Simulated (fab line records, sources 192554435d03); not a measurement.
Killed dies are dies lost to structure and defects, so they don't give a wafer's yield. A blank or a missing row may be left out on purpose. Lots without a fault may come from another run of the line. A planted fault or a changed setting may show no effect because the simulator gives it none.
One fault seen from 3 desks | flow n5_finfet | each desk has only its own numbers; what lay behind them comes last

THE METROLOGY DESK
What the gauges read, lot by lot, whatever tool the lot ran on: means of the sampled wafers that have a number. A lot is out of limits, marked OUT, if its mean lies more than 4 standard deviations from the usual mean; the brackets give that distance.
Columns: A = thk_nm at N5_DUMMY_GATE_THK_MEAS_05, usual 71.8 nm; B = cd_nm at N5_DUMMY_GATE_CD_MEAS_15, usual 25.00 nm; C = GATE_OVL at N5_DUMMY_GATE_OVL_MEAS_16, usual -0.5 nm
lot  | first seen here | A    | B     | C
L328 | day 3 03:17     | 71.5 | 25.20 | 0.0
L330 | day 3 13:40     | 72.2 | 24.94 | -0.7
L340 | day 5 23:46     | 71.7 | 25.10 | -0.8
L341 | day 6 04:56     | 72.5 | 25.16 | 0.0
L348 | day 7 23:35     | 72.4 | 25.13 | -0.5
L350 | day 8 11:02     | 70.8 | 24.97 | -1.3
This desk's finding: nothing out of limits on any of the 6 lots.

THE TOOL OWNER'S DESK: litho_track-05
The tool's own readings at N5_DUMMY_GATE_COAT_09 (resist thk 30 nm): means of the sampled wafers that have a number, for each lot that ran on this tool. A lot is out of limits, marked OUT, if its mean lies more than 4 standard deviations from the usual mean; the brackets give that distance.
Columns: A = resist_line_temp_C at N5_DUMMY_GATE_COAT_09, usual 23.00 C; B = spin_speed_rpm at N5_DUMMY_GATE_COAT_09, usual 1500.0 rpm
lot  | first seen here | A     | B
L328 | day 3 07:19     | 22.94 | 1500.9
L340 | day 6 05:49     | 22.99 | 1584.6 (+77) OUT
L341 | day 6 08:58     | 22.98 | 1585.0 (+77) OUT
This desk's finding: out of limits on L340, L341; first on L340, day 6 05:49 (spin_speed_rpm at N5_DUMMY_GATE_COAT_09). In limits: L328.

THE DEFECT DESK
What the inspections along the route counted, lot by lot: means of the sampled wafers that have a number. A lot is out of limits, marked OUT, if its mean lies more than 4 standard deviations from the usual mean; the brackets give that distance.
Columns: A = raw_defect_count at N5_DUMMY_GATE_INSPECT_17, usual 193
lot  | first seen here | A
L328 | day 3 07:49     | 176
L330 | day 3 18:11     | 206
L340 | day 6 06:10     | 182
L341 | day 6 09:19     | 170
L348 | day 8 04:17     | 174
L350 | day 8 15:34     | 195
This desk's finding: nothing out of limits on any of the 6 lots.

PUT TOGETHER
The tool owner's desk could have raised an alarm at day 6 05:49, on L340, L341.
The metrology desk saw nothing out of limits.
The defect desk saw nothing out of limits.
The metrology desk has L340, L341 on record, within its limits.
The defect desk has L340, L341 on record, within its limits.
Of the lots named, all ran N5_DUMMY_GATE_COAT_09 on litho_track-05.

WHAT THE SIMULATOR HAD PUT IN
Process parameter drift: litho_track-05, from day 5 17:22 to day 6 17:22, at N5_DUMMY_GATE_COAT_09. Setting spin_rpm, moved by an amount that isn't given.
Lots struck among those shown: L340, L341.
Hours from the fault's start to each desk's first reading out of limits: the tool owner's desk, 12.
